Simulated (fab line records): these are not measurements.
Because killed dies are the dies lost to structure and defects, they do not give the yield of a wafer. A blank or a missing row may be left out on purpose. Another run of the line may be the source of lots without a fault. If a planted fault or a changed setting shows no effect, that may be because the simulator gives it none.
Matching of chambers :: flow nand harc :: NHARC_A_CONTACT_ETCH_110 on rie diel-08: 3 sister chambers
The step etches the open film in CF4/O2, target depth 60 nm, overetch 6 nm, time 33 s. 5 wafers are shown with their chamber, then 5 later ones without.

## EACH WAFER AND ITS CHAMBER
wafer: L074.2
chamber: 1
drypump motor current A (A): 5.5
oes product au (a.u.): 1.010

wafer: L077.4
chamber: 3
drypump motor current A (A): 5.1
oes product au (a.u.): 0.987

wafer: L077.5
chamber: 0
drypump motor current A (A): 6.1
oes product au (a.u.): 1.007

wafer: L078.1
chamber: 3
drypump motor current A (A): 5.1
oes product au (a.u.): 0.980

wafer: L078.2
chamber: 0
drypump motor current A (A): 6.0
oes product au (a.u.): 1.018

## WAFERS WITH NO CHAMBER GIVEN
wafer: L078.6
drypump motor current A (A): 5.5
oes product au (a.u.): 1.000

wafer: L079.2
drypump motor current A (A): 5.5
oes product au (a.u.): 0.983

wafer: L079.5
drypump motor current A (A): 5.5
oes product au (a.u.): 0.989

wafer: L087.1
drypump motor current A (A): 6.1
oes product au (a.u.): 1.021

wafer: L087.3
drypump motor current A (A): 5.1
oes product au (a.u.): 1.011

## THE CHAMBER EACH PASSED THROUGH
wafer: L078.6
from the rows above: 1
in truth: 1

wafer: L079.2
from the rows above: 1
in truth: 1

wafer: L079.5
from the rows above: 1
in truth: 1

wafer: L087.1
from the rows above: 0
in truth: 0

wafer: L087.3
from the rows above: 3
in truth: 3
5 of 5 placed correctly. Not placeable from these rows: 0. Placed wrongly: 0.
How it was worked out, from the rows above alone: a wafer's distance from a chamber is the root of the sum, over the readings, of the square of ((its reading less the chamber's mean) divided by the reading's scatter). The wafer belongs to the nearest chamber; if the next one is less than 2 further off, it can't be placed. Each chamber's mean is taken over the wafers shown for it. The scatter: the root of (the sum of the squares of (reading less its chamber's mean) over the shown wafers, divided by (wafers less chambers)).
